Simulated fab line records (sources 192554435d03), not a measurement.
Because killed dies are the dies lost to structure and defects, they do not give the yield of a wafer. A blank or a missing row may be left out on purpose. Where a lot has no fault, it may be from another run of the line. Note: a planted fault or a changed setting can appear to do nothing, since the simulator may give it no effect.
A struck lot beside a sound one | flow n5-finfet | 14 out of 1938 route steps
Sound: wafers L293.4, L293.5, L293.6. The struck wafers were L301.3, L301.5, L301.6. The cause is named last.
At each step with rows: each side's tool, then ch and its chambers, then its first start. Under that, the readings that differ: sound wafers | struck wafers | difference of the means | sigmas: that difference in standard deviations of wafers without a fault.
alike: readings with means less than 2 such deviations apart, plus words and numbers identical on both sides. not compared: withheld readings, readings lacking a value on some wafer, bounds such as >300 that could conceal the same value, and numbers that have no deviation in the record and whose values overlap.
A row with sigmas, a row that says differs or no value, or rows on one side alone: a step with any of these is where the two part. Numbers that don't overlap but have no deviation are shown without sigmas and don't part them. A reading that every wafer of one side lacks parts them only if that side has two wafers or more.

N5_BEOL_M10_INSPECT_58: inspects for defects (darkfield).
  sound: defect-inspect-02 at day 11 06:16; struck: defect-inspect-01 at day 13 04:29
  alike: raw-defect-count
N5_BEOL_M11_ILD_DEP_00: deposits SiCOH lowk from DEMS/porogen, target thk 308.51 nm, time 58 s.
  sound on pecvd-01 ch 0,1,2, day 11 06:19; struck on pecvd-01 ch 1,2, day 13 04:33
  alike: heater-power-w, showerhead-plenum-p-Torr, throttle-valve-pct
N5_BEOL_M11_CURE_71: cures SiCOH lowk, time 240 s.
  sound on uv-cure-03 ch 1, day 11 06:43; struck on uv-cure-02 ch 0, day 13 04:47
  alike: lamp-power-pct, wafer_temp_C_max
N5_BEOL_M11_THK_MEAS_01:
  sound: film-metro-01 at day 11 07:00; struck: film-metro-01 at day 13 05:08
  alike: M11_ILD_THK
N5_BEOL_M11_PECVD_70: deposits SiO2 from TEOS/O2, target thk 20 nm, time 22.7 s.
  sound on pecvd-04 ch 0,1,2, day 11 07:03; struck on pecvd-01 ch 1,2, day 13 05:12
  alike: heater-power-w, showerhead-plenum-p-Torr, throttle-valve-pct
N5_BEOL_M11_HM_DEP_02: deposits TiN, target thk 20 nm.
  sound: pvd-sputter-02 at day 11 08:11; struck: pvd-sputter-03 at day 13 05:31
  alike: throttle-valve-pct
then, 6 steps without rows for these wafers: N5_BEOL_M11_COAT_59 (time 60 s, resist thk 100 nm); N5_BEOL_M11_COAT_60 (time 60 s, resist thk 30 nm); N5_BEOL_M11_COAT_05 (resist thk 90 nm); N5_BEOL_M11_EBR_07; N5_BEOL_M11_SOFTBAKE_06 (time 60 s); N5_BEOL_M11_EXPOSE_08 (exposes mask M11).
N5_BEOL_M11_PEB_09: peb time 60 s.
  struck on litho-track-03, day 13 05:57; sound on litho-track-03 ch 0, day 11 08:29
  no value came back on the struck wafers for chill-plate-temp-C (C), exhaust-pa (Pa); on the sound wafers chill-plate-temp-C (C) reads 23.02 23.07 23.13
then, 1 step without rows for these wafers: N5_BEOL_M11_DEVELOP_10 (develop time 30 s).

## WHERE THEY PART
Only at N5_BEOL_M11_PEB_09, within this record.

WHY: what the simulator had put in
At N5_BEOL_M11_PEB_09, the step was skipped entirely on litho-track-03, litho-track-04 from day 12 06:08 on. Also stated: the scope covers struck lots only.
